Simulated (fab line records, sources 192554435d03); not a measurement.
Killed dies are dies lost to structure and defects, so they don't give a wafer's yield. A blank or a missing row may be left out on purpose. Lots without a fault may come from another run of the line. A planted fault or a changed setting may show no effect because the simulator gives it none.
Chamber matching | flow n5_finfet | N5_BEOL_M15_DEP_53 on pecvd-01: 3 sister chambers
The step deposits SiCN from 3MS/NH3, target thk 50 nm, time 17.8 s. 6 wafers are shown with their chamber, then 8 later ones without.

WAFERS WITH THEIR CHAMBER
wafer  | chamber | throttle_valve_pct (%) | showerhead_plenum_p_Torr (Torr)
L080.3 | 0       | 17.6                   | 4.120
L082.4 | 1       | 20.4                   | 4.166
L089.1 | 0       | 17.8                   | 4.116
L089.2 | 2       | 17.9                   | 4.167
L089.5 | 1       | 20.4                   | 4.172
L094.1 | 2       | 18.0                   | 4.173

WAFERS WITHOUT THEIR CHAMBER
wafer  | throttle_valve_pct (%) | showerhead_plenum_p_Torr (Torr)
L094.5 | 20.3                   | 4.170
L094.6 | 17.8                   | 4.167
L093.2 | 18.0                   | 4.154
L093.4 | 17.8                   | 4.152
L093.6 | 20.5                   | 4.161
L096.3 | 17.9                   | 4.163
L096.4 | 20.4                   | 4.162
L096.5 | 17.8                   | 4.116

WHICH CHAMBER EACH WENT THROUGH
wafer  | from the rows above | in truth
L094.5 | 1                   | 1
L094.6 | 2                   | 2
L093.2 | 2                   | 2
L093.4 | 2                   | 2
L093.6 | 1                   | 1
L096.3 | 2                   | 2
L096.4 | 1                   | 1
L096.5 | 0                   | 0
Placed correctly: 8 of 8. Can't be placed from these rows: 0. Placed wrongly: 0.
How it was worked out, from the rows above alone: a wafer's distance from a chamber is the root of the sum, over the readings, of the square of ((its reading less the chamber's mean) divided by the reading's scatter). The wafer belongs to the nearest chamber; if the next one is less than 2 further off, it can't be placed. A chamber's mean is the mean of its shown wafers. The scatter: the root of (the sum of the squares of (reading less its chamber's mean) over the shown wafers, divided by (wafers less chambers)).
